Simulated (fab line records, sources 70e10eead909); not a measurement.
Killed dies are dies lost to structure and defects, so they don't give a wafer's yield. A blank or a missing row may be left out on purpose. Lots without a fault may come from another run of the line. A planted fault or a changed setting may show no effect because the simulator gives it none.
Which tool did it? | flow nand_harc | 13 lots, 39 wafers sampled, at 5 steps of a route of 1302

WHAT THE GAUGES READ, wafer by wafer
NHARC_END_SORT_01. Usual: killed_at_array 54, standard deviation 23; killed_at_other 1.2, standard deviation 1.5; killed_at_periphery 3.9, standard deviation 2.5; killed_dies 59, standard deviation 23; killed_open 3.2, standard deviation 1.7; killed_short 2.4, standard deviation 1.6.
lot  | measured     | on        | killed_at_array | killed_at_other | killed_at_periphery | killed_dies | killed_open | killed_short | flag
L982 | day 29 20:08 | prober-01 | 52 52 138       | 0 0 0           | 6 3 4               | 58 55 142   | 2 4 4       | 3 3 0        |

WHICH TOOL RAN EACH LOT (tool, then ch and the chambers of the sampled wafers, then the start)
lot  | NHARC_A_STAIRCASE_PRECLEAN_207      | NHARC_A_BONDPAD_PVD_27                  | NHARC_THIN_TSV_PRE_CLEAN_54  | NHARC_THIN_TSV_STRIP_56
L970 | wet_bench-05 ch 3,4,7, day 16 05:29 | pvd_sputter-01, day 24 03:19 or earlier | pvd_sputter-01, day 24 03:19 | plasma_asher-02 ch 0,1, day 24 05:15
L971 | wet_bench-05 ch 0,3,5, day 16 17:51 | pvd_sputter-02, day 24 11:43 or earlier | pvd_sputter-02, day 24 11:43 | plasma_asher-02 ch 0,1, day 24 13:25
L972 | wet_bench-09 ch 0,1,4, day 17 13:32 | pvd_sputter-01, day 25 03:42 or earlier | pvd_sputter-03, day 25 03:42 | plasma_asher-02 ch 0,1, day 25 05:25
L974 | wet_bench-05 ch 1,2,6, day 18 01:44 | pvd_sputter-03, day 26 11:28 or earlier | pvd_sputter-01, day 26 11:28 | plasma_asher-02 ch 0,1, day 26 13:10
L982 | wet_bench-09 ch 2,3,4, day 21 16:22 | pvd_sputter-02, day 29 09:59 or earlier | pvd_sputter-01, day 29 09:59 | plasma_asher-01 ch 0,1, day 29 11:47
L985 | wet_bench-02 ch 3,5,7, day 22 08:20 | pvd_sputter-02, day 30 01:04 or earlier | pvd_sputter-03, day 30 01:04 | plasma_asher-01 ch 0,1, day 30 10:02
L986 | wet_bench-02 ch 4,5,7, day 22 17:10 | pvd_sputter-01, day 30 15:31 or earlier | pvd_sputter-01, day 30 15:31 | plasma_asher-01 ch 0,1, day 31 05:43
L987 | wet_bench-05 ch 1,2,7, day 23 08:38 | pvd_sputter-01, day 31 11:52 or earlier | pvd_sputter-03, day 31 11:52 | plasma_asher-01 ch 0,1, day 31 13:43
L988 | wet_bench-05 ch 0,2,6, day 23 14:40 | pvd_sputter-02, day 31 18:41 or earlier | pvd_sputter-03, day 31 18:41 | plasma_asher-01 ch 0,1, day 31 20:32
L989 | wet_bench-02 ch 1,3,6, day 23 22:49 | pvd_sputter-03, day 31 19:06 or earlier | pvd_sputter-02, day 31 19:06 | plasma_asher-01 ch 0,1, day 31 20:51
L990 | wet_bench-02 ch 2,4,5, day 23 23:25 | pvd_sputter-02, day 32 16:50 or earlier | pvd_sputter-02, day 32 16:50 | plasma_asher-02 ch 0,1, day 32 18:35
L991 | wet_bench-09 ch 0,4,7, day 24 21:24 | pvd_sputter-03, day 32 18:04 or earlier | pvd_sputter-01, day 32 18:04 | plasma_asher-02 ch 0,1, day 32 19:44
L993 | wet_bench-09 ch 1,5,7, day 26 05:09 | pvd_sputter-03, day 34 04:19 or earlier | pvd_sputter-01, day 34 04:19 | plasma_asher-01 ch 0,1, day 34 05:56
- NHARC_A_STAIRCASE_PRECLEAN_207: cleans in SC1.
- NHARC_A_BONDPAD_PVD_27: deposits Cu, target thk 30 nm, time 20.49 s.
- NHARC_THIN_TSV_PRE_CLEAN_54: time 30 s.
- NHARC_THIN_TSV_STRIP_56: strips in O2.

WHAT THE TOOLS THEMSELVES READ (means of the sampled wafers that have a number; where no wafer has one, the mark that the record gives instead)
NHARC_A_BONDPAD_PVD_27. Usual: throttle_valve_pct 30.0 %, standard deviation 1.1.
lot  | tool           | throttle_valve_pct (%) | flag
L970 | pvd_sputter-01 | 29.5                   |
L971 | pvd_sputter-02 | 31.6                   |
L972 | pvd_sputter-01 | 30.3                   |
L974 | pvd_sputter-03 | 29.3                   |
L982 | pvd_sputter-02 | 30.3                   |
L985 | pvd_sputter-02 | 30.2                   |
L986 | pvd_sputter-01 | 30.1                   |
L987 | pvd_sputter-01 | 29.5                   |
L988 | pvd_sputter-02 | 29.6                   |
L989 | pvd_sputter-03 | 29.7                   |
L990 | pvd_sputter-02 | 30.7                   |
L991 | pvd_sputter-03 | 29.3                   |
L993 | pvd_sputter-03 | 29.6                   |

NHARC_THIN_TSV_PRE_CLEAN_54. Usual: heater_power_w 452 W, standard deviation 35.
lot  | tool           | heater_power_w (W) | flag
L970 | pvd_sputter-01 | 443                |
L971 | pvd_sputter-02 | 450                |
L972 | pvd_sputter-03 | 453                |
L974 | pvd_sputter-01 | 444                |
L982 | pvd_sputter-01 | 463                |
L985 | pvd_sputter-03 | 450                |
L986 | pvd_sputter-01 | 449                |
L987 | pvd_sputter-03 | 440                |
L988 | pvd_sputter-03 | 443                |
L989 | pvd_sputter-02 | 475                |
L990 | pvd_sputter-02 | 428                |
L991 | pvd_sputter-01 | 450                |
L993 | pvd_sputter-01 | 412                |

NHARC_THIN_TSV_STRIP_56. Usual: drypump_motor_current_A 5.8 A, standard deviation 0.39; heater_power_w 341 W, standard deviation 32.
lot  | tool            | drypump_motor_current_A (A) | heater_power_w (W) | flag
L970 | plasma_asher-02 | 5.8                         | 377                |
L971 | plasma_asher-02 | 5.7                         | 358                |
L972 | plasma_asher-02 | 5.7                         | 357                |
L974 | plasma_asher-02 | 5.8                         | 387                |
L982 | plasma_asher-01 | 5.7                         | 333                |
L985 | plasma_asher-01 | 5.7                         | 326                |
L986 | plasma_asher-01 | 6.1                         | 321                |
L987 | plasma_asher-01 | 6.0                         | 322                |
L988 | plasma_asher-01 | 5.7                         | 326                |
L989 | plasma_asher-01 | 5.7                         | 326                |
L990 | plasma_asher-02 | 5.8                         | 392                |
L991 | plasma_asher-02 | 5.7                         | 372                |
L993 | plasma_asher-01 | 5.7                         | 327                |

THE ANSWER, worked out from the rows above alone
Rule: a lot is off if the mean of its wafers that have a number lies more than 3 standard deviations from the usual mean. A lot without any number at a reading at which 4 lots or more have one is off too. The other lots that the step has rows for count as sound. The gauges are gone through in route order, then the tools' own readings, and for those a lot's mean is taken as printed above. The first step at which some lot is off is used, and at that step the reading that is off furthest; a lot without a number counts as furthest.
No lot is off at any reading shown: from this, nothing can be told.

WHAT THE SIMULATOR HAD PUT IN
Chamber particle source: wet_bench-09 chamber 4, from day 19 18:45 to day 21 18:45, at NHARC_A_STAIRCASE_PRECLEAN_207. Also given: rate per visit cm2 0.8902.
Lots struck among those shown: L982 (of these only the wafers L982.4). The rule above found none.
